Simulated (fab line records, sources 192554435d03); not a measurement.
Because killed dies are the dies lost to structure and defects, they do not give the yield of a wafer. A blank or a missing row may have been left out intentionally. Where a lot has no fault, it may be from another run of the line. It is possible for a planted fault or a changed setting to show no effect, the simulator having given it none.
fab line records | flow n5-finfet
record: lots: 4 wafers: 10 last-day: 19
route steps=1938 shown BEOL_M0@731 BEOL_M1@751 BEOL_M4@1111 PASSIVATION@1936
lots with no fault: from the same line, run without faults
start-h: hours from the record's opening day to when the first of the lot's shown wafers began | wait-h: hours since the lot's step before | " as in the row above | L1.1+2: a row that stands for several wafers | - either no value or no given start | * or withheld: withheld | < > ~ a bound
route shown NAME@n: NAME is a module with steps in the file, n the number in the route of the first one | usual: mean/standard deviation of fault-free wafers | same: alike in all rows | chamber/n: place in a boat | sites: per-site readings | _std_site: standard deviation of those values | _edge_site: mean of outer sites minus mean of inner sites | radius-mm: for every site, how far away it sits from the centre of the wafer | mask NAME#n: copy n | behind: tool/chamber where the wafer was last shaped | hold: cause of the lot's hold/its duration in hours/its outcome | device: which transistor (n, p or np) failed to switch | end of line: at the end of the route, the tests of the same wafers | a step without rows: its recipe alone | killed: not the wafer's yield, but the dies lost to structure and defects at the first sort | map: a wafer's dies, marking killed ones x, the rest . and places with no die _
set.NAME: the setting as run; set.NAME@STEP: as run at that earlier step | model.NAME: the simulator's own value behind a step, which no gauge read
certain route steps with their lots: each step a table, each wafer a row
services: the hour from which a tool's chamber was out of use, counted from the record's first day as start-h (under 0 if before that day), plus the number of hours and why
== steps ==
step: N5_BEOL_M0_ALD_136
recipe: material: TaN target-thk-a: * temp-c: 275 ald-precursor-family: PDMAT ald-co-reactant: NH3 pressure-torr: 3 carrier-flow-sccm: 1500 pulse-time-s: 2 purge-time-s: 3 co-reactant-purge-time-s: 2 co-reactant-pulse-time-s: 3 ald-cycles: 30 precursor-vessel-temp-c: 75 precursor-vessel-pressure-torr: 26.25 precursor-vessel-carrier-sccm: 1000
step: N5_BEOL_M0_SURFACE_TREAT_137
recipe: gas: Ar time-s: * ion-energy-ev: * ion-current-ma-cm2: 0.5 pressure-mtorr: * ar-flow-sccm: 30
step: N5_BEOL_M0_CVD_115
recipe: material: Co target-thk-a: * temp-c: withheld precursor: CCTBA/H2 pressure-torr: 30 time-s: 120
step: N5_BEOL_M0_SPUTTER_116
recipe: material: Cu target-thk-a: 40 temp-c: -20 chamber-pressure-pa: 0.07 power-w: withheld time-s: 7.37
step: N5_BEOL_M0_ANNEAL_117
recipe: temp-c: 400 time-s: 60 ambient: vacuum
step: N5_BEOL_M0_SPUTTER_132
recipe: material: Cu target-thk-a: 40 temp-c: -20 chamber-pressure-pa: 0.07 power-w: withheld time-s: 7.37
step: N5_BEOL_M0_ANNEAL_133
recipe: temp-c: 400 time-s: 60 ambient: vacuum
step: N5_BEOL_M0_SPUTTER_134
recipe: material: Cu target-thk-a: 40 temp-c: -20 chamber-pressure-pa: 0.07 power-w: withheld time-s: 7.37
step: N5_BEOL_M0_ANNEAL_135
recipe: temp-c: 400 time-s: 60 ambient: vacuum
step: N5_BEOL_M0_SPUTTER_141
recipe: material: Cu target-thk-a: 40 temp-c: -20 chamber-pressure-pa: 0.07 power-w: withheld time-s: 7.37
step: N5_BEOL_M0_ECD_118
recipe: material: Cu target-thk-a: 3000
step: N5_BEOL_M0_ANNEAL_119
recipe: temp-c: 225 time-s: 90 ambient: N2
step: N5_BEOL_M0_CMP_120
recipe: stop-on: SiOC t-overpolish-s: 6.9 down-force-psi: 1 platen-rpm: 50 clearing-platen-down-force-psi: 1.5 clearing-platen-rpm: 50 post-cmp-clean: cu-alkaline clearing-platen-pad-velocity-m-s: 0.99484 pad-velocity-m-s: 0.99484
usual: barrier-field-endpoint-s: 3.67/0.13 motor-current-A: 6.2/0.58 overpolish-run-s: 6.899/0.0099 time-to-endpoint-s: 62.6/2.5
columns lot.wafer tool chamber start-h wait-h barrier-field-endpoint-s motor-current-A overpolish-run-s time-to-endpoint-s model.SiOC_of_BEOL_M0_SAQP_ILD_DEP_01.thk-nm
L846.2 cmp-02 3 185.25 0.3 3.69 7.2 6.908 63.6 39.2
L846.3 " 1 " " 3.79 6.6 6.927 62.0 38.6
L846.5 " 3 " " 3.78 7.1 6.890 64.6 39.2
L849.3 cmp-02 1 204.80 0.2 3.72 6.6 6.901 62.6 38.4
L849.6 " 2 " " 7.46 6.9 6.903 81.7 41.4
L851.4 cmp-02 1 213.55 0.4 3.83 6.5 6.887 61.5 40
L851.5 " 3 " " 7.68 7.0 6.906 79.1 40.4
L858.3 cmp-04 3 263.03 0.2 3.59 5.9 6.889 62.4 39.4
L858.1 " 0 " " 3.37 5.8 6.905 61.2 39.8
L858.6 " 3 " " 3.51 6.1 6.905 61.8 40.2
step: N5_BEOL_M0_PRE_CLEAN_131
recipe: gas: NH3/H2 time-s: 15 temp-c: * rf-power-w: 300
step: N5_BEOL_M0_CO_CAP_123
recipe: material: Co target-thk-a: 20 temp-c: 200 precursor: CCTBA/H2 pressure-torr: 30 time-s: 102.1
step: N5_BEOL_M0_PRE_CLEAN_124
recipe: gas: NH3 time-s: 15 temp-c: withheld rf-power-w: 300
step: N5_BEOL_M0_DEP_125
recipe: material: SiCN target-thk-a: 80 temp-c: withheld precursor: 3MS/NH3 pressure-torr: 3 rf-w: 202 time-s: 14
step: N5_BEOL_M0_INSPECT_127
recipe: inspect-instrument: darkfield mode: post-dep
usual: raw-defect-count: 67/23
columns lot.wafer tool chamber start-h wait-h raw-defect-count
L846.2 defect-inspect-02 - 185.79 0.0 99
L846.3 " - " " 152
L846.5 " - " " 154
L849.3 defect-inspect-01 - 205.41 0.0 95
L849.6 " - " " 3548
L851.4 defect-inspect-02 - 214.09 0.0 90
L851.5 " - " " 3535
L858.1 defect-inspect-02 - 263.61 0.0 58
L858.3 " - " " 61
L858.6 " - " " 49
step: N5_BEOL_M1_ILD_DEP_00
recipe: material: SiOC target-thk-a: 790 temp-c: 350 precursor: DEMS/O2 pressure-torr: 5 rf-w: 500 time-s: 15.3
step: N5_BEOL_M1_PECVD_72
recipe: material: SiO2 target-thk-a: 160 temp-c: 400 precursor: TEOS/O2 pressure-torr: 5.5 rf-w: 450 teos-flow-sccm: 53.8 gas: O2 flow-sccm: 3000 time-s: 18
step: N5_BEOL_M1_HM_DEP_02
recipe: material: TiN target-thk-a: 200 temp-c: 25 chamber-pressure-pa: 0.49996
step: N5_BEOL_M1_COAT_61
recipe: resist: SOC temp-c: 250 time-s: 60 spin-rpm: 1500 resist-thk-nm: 60
step: N5_BEOL_M1_COAT_62
recipe: resist: SiARC temp-c: 220 time-s: 60 spin-rpm: 1500 resist-thk-nm: 12
step: N5_BEOL_M1_COAT_73
recipe: resist: underlayer temp-c: 205 time-s: 60 spin-rpm: 1500 resist-thk-nm: 5
step: N5_BEOL_M1_COAT_05
recipe: resist: CAR-EUV spin-rpm: 1500 resist-thk-nm: 30
step: N5_BEOL_M1_EBR_07
recipe: solvent: PGMEA ebr-width-mm: 1.5
step: N5_BEOL_M1_SOFTBAKE_06
recipe: temp-c: 110 time-s: 60 resist: CAR-EUV
step: N5_BEOL_M1_EXPOSE_08
recipe: mask-id: M1 na: 0.33 source-shape: dipole sigma-inner: 0.369 sigma-outer: 0.767 polarization: unpolarized dose-mj: 33
step: N5_BEOL_M1_PEB_09
recipe: peb-temp-c: 100 peb-time-s: 60 resist: CAR-EUV
step: N5_BEOL_M1_DEVELOP_10
recipe: develop-time-s: 30 developer: TMAH resist: CAR-EUV rinse-liquid: surfactant-rinse dry: air-spin dev-temp-c: 23
step: N5_BEOL_M1_DESCUM_16
recipe: chemistry: O2 time-s: 7 source-power-w: 50 bias-power-w: 20 pressure-mtorr: 20 rf-frequency-hz: 2.712e+07 temp-c: 40 resist: CAR-EUV o2-flow-sccm: 225
step: N5_BEOL_M1_ETCH_74
recipe: chemistry: N2/H2 target: underlayer target-depth-a: 65 mask-material: CAR-EUV time-s: 5.2 ion-energy-ev: 200 pressure-mtorr: 30 source-w: 840 bias-w: 150 n2-flow-sccm: 200 h2-flow-sccm: 200 ends: cleared
step: N5_BEOL_M1_ETCH_63
recipe: chemistry: CF4 target: SiARC target-depth-a: 156 mask-material: CAR-EUV time-s: 26 ion-energy-ev: 80 pressure-mtorr: 40 source-w: 545 bias-w: 36 Ar_flow_sccm: 100 cf4-flow-sccm: 100 ends: cleared
step: N5_BEOL_M1_ETCH_64
recipe: chemistry: N2/H2 target: SOC target-depth-a: 750 overetch-a: 150 mask-material: SiARC temp-c: 40 time-s: 112.5 ion-energy-ev: 200 pressure-mtorr: 30 source-w: 840 bias-w: 150 n2-flow-sccm: 200 h2-flow-sccm: 200
step: N5_BEOL_M1_STRIP_65
recipe: chemistry: N2/H2 temp-c: 40 n2-flow-sccm: 200 h2-flow-sccm: 200 rf-frequency-hz: 6e+07
step: N5_BEOL_M1_STRIP_75
recipe: chemistry: N2/H2 temp-c: 40 n2-flow-sccm: 200 h2-flow-sccm: 200 rf-frequency-hz: 6e+07
step: N5_BEOL_M4_RC_MEAS_101
usual: DIBL_N: 35.8/1.7 DIBL_P: 35.3/2 IOFF_N: 0.150/0.026 IOFF_P: 0.194/0.029 ION_N: 667/11 ION_P: 456/7.1 SS_N: 71.4/0.65 SS_P: 73.1/0.64 VT_N: 251/3 VT_P: -252/3.2
columns lot.wafer tool chamber start-h wait-h DIBL_N[mV/V] DIBL_P[mV/V] IOFF_N[nA/um] IOFF_P[nA/um] ION_N[uA/um] ION_P[uA/um] SS_N[mV/dec] SS_P[mV/dec] VT_N[mV] VT_P[mV]
L846.2 prober-02 0 276.97 0.2 33.1 31.7 0.117 0.160 661 457 70.1 72.4 251 -254
L846.3 " 0 " " 34.5 31.8 0.126 0.158 680 459 70.9 73.3 252 -255
L846.5 " 0 " " 38.0 37.0 0.185 0.239 683 463 71.2 73.1 248 -248
L849.3 prober-01 0 287.26 0.3 36.0 35.9 0.151 0.202 671 460 70.7 73.5 250 -251
L851.4 prober-02 0 314.17 0.5 35.8 37.1 0.152 0.223 675 469 70.9 73.5 248 -249
L858.1 prober-02 0 347.58 0.0 36.7 35.5 0.155 0.222 672 466 71.4 73.3 251 -249
L858.3 " 0 " " 37.9 36.6 0.179 0.236 676 468 71.4 74.4 248 -250
L858.6 " 0 " " 38.9 37.1 0.201 0.247 681 461 71.9 73.6 247 -248
step: N5_PASSIVATION_PROBE_49
usual: defect-limited-yield: 91.5/1.4 killed_at_M0_to_M3: 34/11 killed_at_M4_up: 15/6 killed-at-contacts: 11/5.9 killed-at-front-end: 37/11 killed-at-other: 3.6/2.9 killed-dies: 101/17 killed-on-rim: 13/4 killed-open: 66/12 killed-short: 33/7.8 sort_bin_5_function: 5.0/0.97 sort_bin_6_memory: 3.2/0.65 sort-n-pass: 1079/17 sort-yield-pct: 91.4/1.4
same: gross-dies: 1180 killed-at-back-side: 0 sort_bin_4_leakage[%]: 0 sort_bin_8_speed[%]: 0
columns lot.wafer tool chamber start-h wait-h defect-limited-yield[%] killed_at_M0_to_M3 killed_at_M4_up killed-at-contacts killed-at-front-end killed-at-other killed-dies killed-on-rim killed-open killed-short sort_bin_5_function[%] sort_bin_6_memory[%] sort-n-pass sort-yield-pct[%]
L846.2 prober-01 - 375.92 0.1 92.9 33 8 3 35 5 84 5 62 22 4.7 2.3 1096 92.9
L846.3 prober-01 - 375.97 0.1 90.7 27 7 5 69 2 110 13 70 40 4.7 4.2 1070 90.7
L846.5 prober-01 - 376.07 0.2 93.2 19 11 11 36 3 80 13 53 25 3.7 2.6 1100 93.2
L849.3 prober-01 - 392.47 0.1 91.4 35 20 3 40 3 101 10 62 39 5.6 2.7 1079 91.4
L849.6 prober-01 - 392.62 0.3 0 1111 11 9 46 3 1180 152 73 40 5.8 3.5 0 0
L851.5 prober-01 - 423.85 0.2 0 1114 17 4 45 0 1180 152 61 26 4.8 2.4 0 0
L858.1 prober-02 - 461.95 0.0 92.4 20 8 11 48 3 90 13 59 31 3.7 3.5 1090 92.4
L858.3 prober-02 - 462.05 0.1 89.8 38 8 15 52 7 120 18 76 41 5.7 4.2 1060 89.8
L858.6 prober-02 - 462.20 0.3 92.8 22 12 16 33 2 85 11 54 28 4.1 2.9 1095 92.8
killed by level:class
L846.2 BEOL_M2:geometric-particle:open=9 FIN_SAQP:geometric-particle:open=7 STI_FIN_REVEAL:geometric-particle:open=7 DUMMY_GATE:geometric-particle:open=7 BEOL_M0_SAQP:geometric-particle:short=6 BEOL_M1:geometric-particle:open=6 BEOL_M3:geometric-particle:open=6 BEOL_M4:geometric-particle:short=4
L846.3 STI_FIN_REVEAL:geometric-particle:open=26 FIN_SAQP:geometric-particle:open=8 BEOL_M1:geometric-particle:open=8 BEOL_M3:geometric-particle:open=7 STI_FIN_REVEAL:geometric-particle:short=6 STARTING-WAFER:geometric-particle:short=6 FIN_SAQP:geometric-particle:short=5 DUMMY_GATE:geometric-particle:open=5
L846.5 STI_FIN_REVEAL:geometric-particle:open=9 MOL_CONTACT_COAG:geometric-particle:open=9 BEOL_M1:geometric-particle:open=7 DUMMY_GATE:geometric-particle:open=5 FIN_SAQP:geometric-particle:short=4 DUMMY_GATE:geometric-particle:short=4 BEOL_M5:geometric-particle:open=4 GATE_CUT:geometric-particle:short=4
L849.3 BEOL_M0_SAQP:geometric-particle:short=11 STI_FIN_REVEAL:geometric-particle:open=8 BEOL_M0_SAQP:geometric-particle:open=7 FIN_SAQP:geometric-particle:short=6 FIN_SAQP:geometric-particle:open=6 BEOL_M1:geometric-particle:open=6 BEOL_M2:geometric-particle:open=5 BEOL_M4:geometric-particle:open=5
L849.6 BEOL_M0:area-cmp=1067 BEOL_M0_SAQP:geometric-particle:short=13 GATE_CUT:geometric-particle:short=10 BEOL_M0_SAQP:geometric-particle:open=9 STI_FIN_REVEAL:geometric-particle:open=8 GATE_CUT:geometric-particle:open=7 MOL_CONTACT_COAG:geometric-particle:open=7 BEOL_M1:geometric-particle:open=7
L851.5 BEOL_M0:area-cmp=1093 STI_FIN_REVEAL:geometric-particle:open=16 BEOL_M4:geometric-particle:open=8 FIN_SAQP:geometric-particle:short=7 BEOL_M0_SAQP:geometric-particle:open=6 BEOL_M2:geometric-particle:open=6 DUMMY_GATE:geometric-particle:open=5 BEOL_M0_SAQP:geometric-particle:short=5
L858.1 STI_FIN_REVEAL:geometric-particle:open=11 FIN_SAQP:geometric-particle:open=9 FIN_SAQP:geometric-particle:short=8 MOL_CONTACT_COAG:geometric-particle:open=8 BEOL_M0_SAQP:geometric-particle:open=8 GATE_CUT:geometric-particle:open=5 STI_FIN_REVEAL:geometric-particle:short=4 GATE_CUT:geometric-particle:short=3
L858.3 FIN_SAQP:geometric-particle:open=16 MOL_CONTACT_COAG:geometric-particle:open=13 BEOL_M3:geometric-particle:open=12 FIN_SAQP:geometric-particle:short=10 STI_FIN_REVEAL:geometric-particle:open=10 GATE_CUT:geometric-particle:short=6 BEOL_M3:geometric-particle:short=6 BEOL_M0_SAQP:geometric-particle:short=5
L858.6 MOL_CONTACT_COAG:geometric-particle:open=12 FIN_SAQP:geometric-particle:short=8 FIN_SAQP:geometric-particle:open=5 BEOL_M3:geometric-particle:open=5 BEOL_M4:geometric-particle:open=5 DUMMY_GATE:geometric-particle:open=4 STI_FIN_REVEAL:geometric-particle:open=3 BEOL_M0_SAQP:geometric-particle:open=3
map L849.6 (x killed, . not)
_________________xxxxxxxxxxxx________________
______________xxxxxxxxxxxxxxxxxx_____________
___________xxxxxxxxxxxxxxxxxxxxxxxx__________
__________xxxxxxxxxxxxxxxxxxxxxxxxxx_________
________xxxxxxxxxxxxxxxxxxxxxxxxxxxxxx_______
_______xxxxxxxxxxxxxxxxxxxxxxxxxxxxxxxx______
______xxxxxxxxxxxxxxxxxxxxxxxxxxxxxxxxxx_____
_____xxxxxxxxxxxxxxxxxxxxxxxxxxxxxxxxxxxx____
____xxxxxxxxxxxxxxxxxxxxxxxxxxxxxxxxxxxxxx___
___xxxxxxxxxxxxxxxxxxxxxxxxxxxxxxxxxxxxxxxx__
___xxxxxxxxxxxxxxxxxxxxxxxxxxxxxxxxxxxxxxxx__
__xxxxxxxxxxxxxxxxxxxxxxxxxxxxxxxxxxxxxxxxxx_
__xxxxxxxxxxxxxxxxxxxxxxxxxxxxxxxxxxxxxxxxxx_
_xxxxxxxxxxxxxxxxxxxxxxxxxxxxxxxxxxxxxxxxxxxx
_xxxxxxxxxxxxxxxxxxxxxxxxxxxxxxxxxxxxxxxxxxxx
_xxxxxxxxxxxxxxxxxxxxxxxxxxxxxxxxxxxxxxxxxxxx
_xxxxxxxxxxxxxxxxxxxxxxxxxxxxxxxxxxxxxxxxxxxx
_xxxxxxxxxxxxxxxxxxxxxxxxxxxxxxxxxxxxxxxxxxxx
_xxxxxxxxxxxxxxxxxxxxxxxxxxxxxxxxxxxxxxxxxxxx
_xxxxxxxxxxxxxxxxxxxxxxxxxxxxxxxxxxxxxxxxxxxx
_xxxxxxxxxxxxxxxxxxxxxxxxxxxxxxxxxxxxxxxxxxxx
__xxxxxxxxxxxxxxxxxxxxxxxxxxxxxxxxxxxxxxxxxx_
__xxxxxxxxxxxxxxxxxxxxxxxxxxxxxxxxxxxxxxxxxx_
___xxxxxxxxxxxxxxxxxxxxxxxxxxxxxxxxxxxxxxxx__
___xxxxxxxxxxxxxxxxxxxxxxxxxxxxxxxxxxxxxxxx__
____xxxxxxxxxxxxxxxxxxxxxxxxxxxxxxxxxxxxxx___
_____xxxxxxxxxxxxxxxxxxxxxxxxxxxxxxxxxxxx____
______xxxxxxxxxxxxxxxxxxxxxxxxxxxxxxxxxx_____
_______xxxxxxxxxxxxxxxxxxxxxxxxxxxxxxxx______
________xxxxxxxxxxxxxxxxxxxxxxxxxxxxxx_______
__________xxxxxxxxxxxxxxxxxxxxxxxxxx_________
___________xxxxxxxxxxxxxxxxxxxxxxxx__________
______________xxxxxxxxxxxxxxxxxx_____________
_________________xxxxxxxxxxxx________________
map L851.5 (x killed, . not)
_________________xxxxxxxxxxxx________________
______________xxxxxxxxxxxxxxxxxx_____________
___________xxxxxxxxxxxxxxxxxxxxxxxx__________
__________xxxxxxxxxxxxxxxxxxxxxxxxxx_________
________xxxxxxxxxxxxxxxxxxxxxxxxxxxxxx_______
_______xxxxxxxxxxxxxxxxxxxxxxxxxxxxxxxx______
______xxxxxxxxxxxxxxxxxxxxxxxxxxxxxxxxxx_____
_____xxxxxxxxxxxxxxxxxxxxxxxxxxxxxxxxxxxx____
____xxxxxxxxxxxxxxxxxxxxxxxxxxxxxxxxxxxxxx___
___xxxxxxxxxxxxxxxxxxxxxxxxxxxxxxxxxxxxxxxx__
___xxxxxxxxxxxxxxxxxxxxxxxxxxxxxxxxxxxxxxxx__
__xxxxxxxxxxxxxxxxxxxxxxxxxxxxxxxxxxxxxxxxxx_
__xxxxxxxxxxxxxxxxxxxxxxxxxxxxxxxxxxxxxxxxxx_
_xxxxxxxxxxxxxxxxxxxxxxxxxxxxxxxxxxxxxxxxxxxx
_xxxxxxxxxxxxxxxxxxxxxxxxxxxxxxxxxxxxxxxxxxxx
_xxxxxxxxxxxxxxxxxxxxxxxxxxxxxxxxxxxxxxxxxxxx
_xxxxxxxxxxxxxxxxxxxxxxxxxxxxxxxxxxxxxxxxxxxx
_xxxxxxxxxxxxxxxxxxxxxxxxxxxxxxxxxxxxxxxxxxxx
_xxxxxxxxxxxxxxxxxxxxxxxxxxxxxxxxxxxxxxxxxxxx
_xxxxxxxxxxxxxxxxxxxxxxxxxxxxxxxxxxxxxxxxxxxx
_xxxxxxxxxxxxxxxxxxxxxxxxxxxxxxxxxxxxxxxxxxxx
__xxxxxxxxxxxxxxxxxxxxxxxxxxxxxxxxxxxxxxxxxx_
__xxxxxxxxxxxxxxxxxxxxxxxxxxxxxxxxxxxxxxxxxx_
___xxxxxxxxxxxxxxxxxxxxxxxxxxxxxxxxxxxxxxxx__
___xxxxxxxxxxxxxxxxxxxxxxxxxxxxxxxxxxxxxxxx__
____xxxxxxxxxxxxxxxxxxxxxxxxxxxxxxxxxxxxxx___
_____xxxxxxxxxxxxxxxxxxxxxxxxxxxxxxxxxxxx____
______xxxxxxxxxxxxxxxxxxxxxxxxxxxxxxxxxx_____
_______xxxxxxxxxxxxxxxxxxxxxxxxxxxxxxxx______
________xxxxxxxxxxxxxxxxxxxxxxxxxxxxxx_______
__________xxxxxxxxxxxxxxxxxxxxxxxxxx_________
___________xxxxxxxxxxxxxxxxxxxxxxxx__________
______________xxxxxxxxxxxxxxxxxx_____________
_________________xxxxxxxxxxxx________________
== services ==
columns tool chamber start-h hours kind
cmp-04 - 170.40 5.5 pm
cmp-02 - 171.78 1.0 repair
cmp-04 - 210.22 3.0 repair
cmp-02 - 220.30 7.3 pm
cmp-04 - 222.11 5.8 pm
cmp-02 - 231.15 6.5 repair
cmp-02 - 238.36 4.0 pm
cmp-02 - 242.36 - consumable-replace:conditioner
cmp-02 - 242.36 - consumable-replace:pad
cmp-04 - 254.38 2.5 repair
== key ==
first-sign: step: N5_BEOL_M0_CMP_120 reading: barrier-field-endpoint-s direction: up sigmas: 30 usual: 3.67 struck: 7.57
effect: step: N5_BEOL_M0_CMP_120 reading: time-to-endpoint-s direction: up sigmas: 7.1 usual: * struck: *
effect: step: N5_BEOL_M0_INSPECT_127 reading: raw-defect-count direction: up sigmas: 99+ usual: 67 struck: 3542
effect: step: N5_PASSIVATION_PROBE_49 reading: killed_at_M0_to_M3 direction: up sigmas: 99 usual: 34 struck: 1112
model-effect: step: N5_BEOL_M0_CMP_120 value: SiOC_of_BEOL_M0_SAQP_ILD_DEP_01.thk-nm without: 39.5 struck: 40.9
more-kills-born-at: N5_BEOL_M0_CMP_120@cmp-02: 2160
met-at N5_BEOL_M0_CMP_120
struck-wafers L849.6,L851.5
later-rows-left-out L849.6,L851.5
onset-between 185.25 204.80
fault: kind: process-parameter-drift tool: cmp-02 chamber: - onset-h: 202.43 steps: N5_BEOL_M0_CMP_120 channel: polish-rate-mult offset: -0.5 shape: step end-h: 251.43 scope: struck-wafers-only
later-rows-left-out: the simulator's readings of these wafers behind a module that went badly wrong aren't trusted and aren't shown, but for the sort
